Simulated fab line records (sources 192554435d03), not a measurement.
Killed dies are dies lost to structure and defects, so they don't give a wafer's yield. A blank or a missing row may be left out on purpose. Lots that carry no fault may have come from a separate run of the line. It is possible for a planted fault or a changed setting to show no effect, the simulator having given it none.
Matching of chambers ; flow n5Finfet ; 3 sister chambers for N5_BEOL_M0_SAQP_PECVD_96 on pecvd-03
The step deposits a-Si from SiH4/He, target thk 45 nm, time 45.2 s. 20 wafers are shown with their chamber, then 10 later ones without.

== EACH WAFER AND ITS CHAMBER ==
wafer;chamber;throttleValvePct (%);showerheadPlenumPTorr (Torr);heaterPowerW (W)
L075.1;0;19.1;5.64;644
L075.3;1;19.7;5.65;554
L075.4;0;19.2;5.65;631
L077.2;2;16.3;5.69;636
L077.5;1;19.3;5.66;567
L077.6;0;19.0;5.65;676
L079.3;0;19.1;5.64;609
L079.5;2;16.1;5.70;651
L079.6;1;19.5;5.66;544
L084.1;2;16.2;5.70;557
L084.2;1;19.1;5.64;583
L084.3;0;18.9;5.67;694
L085.1;1;19.7;5.68;588
L085.3;0;19.0;5.66;617
L085.4;1;19.5;5.67;562
L087.2;2;16.2;5.69;651
L087.4;0;19.3;5.65;687
L087.6;1;19.5;5.66;578
L089.1;1;19.5;5.67;580
L089.3;2;16.5;5.70;610

SIGNATURES (means of the wafers above)
reading;chamber 0;chamber 1;chamber 2;scatter within a chamber
throttleValvePct;19.086;19.475;16.260;0.167
showerheadPlenumPTorr;5.6514;5.6612;5.6960;0.0106
heaterPowerW;651.14;569.50;621.00;29.7
Rule: a wafer lies at a distance from a chamber equal to the root of the sum of squares, over the readings, of (its reading less the chamber's mean, divided by the reading's scatter). If the next closest chamber is less than 2 further off than the closest, the wafer can't be placed; otherwise it belongs to the closest. How the scatter is found: for the shown wafers, subtract from each reading the mean of its chamber, square and add these, divide the total by (wafers less chambers), then take the root.

== WAFERS WITHOUT THEIR CHAMBER ==
wafer;throttleValvePct (%);showerheadPlenumPTorr (Torr);heaterPowerW (W)
L089.6;19.4;5.66;572
L090.2;19.2;5.65;653
L090.4;19.1;5.65;647
L090.5;16.5;5.70;663
L094.1;19.2;5.66;661
L094.2;19.5;5.68;543
L094.5;19.6;5.64;558
L096.1;19.2;5.65;547
L096.4;16.6;5.70;644
L096.5;19.1;5.67;587

== EACH ONE'S CHAMBER ==
wafer;from the rows above;in truth
L089.6;1;1
L090.2;0;0
L090.4;0;0
L090.5;2;2
L094.1;0;0
L094.2;1;1
L094.5;1;1
L096.1;can't be placed: 1 or 0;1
L096.4;2;2
L096.5;can't be placed: 1 or 0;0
Correctly placed: 8 of 10. Unplaceable from these rows: 2, with the true chamber sitting among the candidates in 2. 0 placed wrongly.
